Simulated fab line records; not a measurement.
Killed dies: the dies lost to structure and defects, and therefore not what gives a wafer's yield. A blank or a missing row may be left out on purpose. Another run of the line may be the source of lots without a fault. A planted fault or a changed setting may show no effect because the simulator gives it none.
Matching of chambers ; flow n5Finfet ; cmp-04 running N5_STI_FIN_REVEAL_CMP_04: 4 sister chambers
The step polishes, stops on Si3N4, t overpolish 4 s, target thk 131.83 nm. 4 wafers are shown with their chamber, then 12 later ones without.

== WAFERS, EACH WITH ITS CHAMBER ==
wafer;chamber;timeToEndpointS (s)
L085.3;3;94
L087.2;0;95
L087.4;2;105
L087.6;1;93

== WAFERS WHOSE CHAMBER IS MISSING ==
wafer;timeToEndpointS (s)
L091.2;111
L091.4;99
L091.6;98
L094.4;100
L094.5;97
L094.6;110
L096.1;97
L096.2;106
L096.3;101
L097.1;107
L097.4;99
L097.5;113

== EACH ONE'S CHAMBER ==
wafer;from the rows above;in truth
L091.2;2;2
L091.4;can't be placed: 0 or 3 or 1 or 2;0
L091.6;can't be placed: 0 or 3 or 1 or 2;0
L094.4;can't be placed: 0 or 2 or 3 or 1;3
L094.5;can't be placed: 0 or 3 or 1 or 2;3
L094.6;2;2
L096.1;can't be placed: 0 or 3 or 1 or 2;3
L096.2;2;2
L096.3;can't be placed: 2 or 0 or 3 or 1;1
L097.1;2;2
L097.4;can't be placed: 0 or 3 or 1 or 2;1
L097.5;2;2
Correct placement for 5 of the 12. Not placeable from these rows: 7 (in 7, the candidates include the true chamber). Placed wrongly: 0.
How it was worked out, from the rows above alone: a wafer's distance from a chamber is the root of the sum, over the readings, of the square of ((its reading less the chamber's mean) divided by the reading's scatter). The wafer belongs to the nearest chamber; if the next one is less than 2 further off, it can't be placed. A chamber's mean is the mean of its shown wafers. The scatter: with one shown wafer a chamber, the root of the mean of the squares of how far each hidden wafer lies from its nearest shown one.
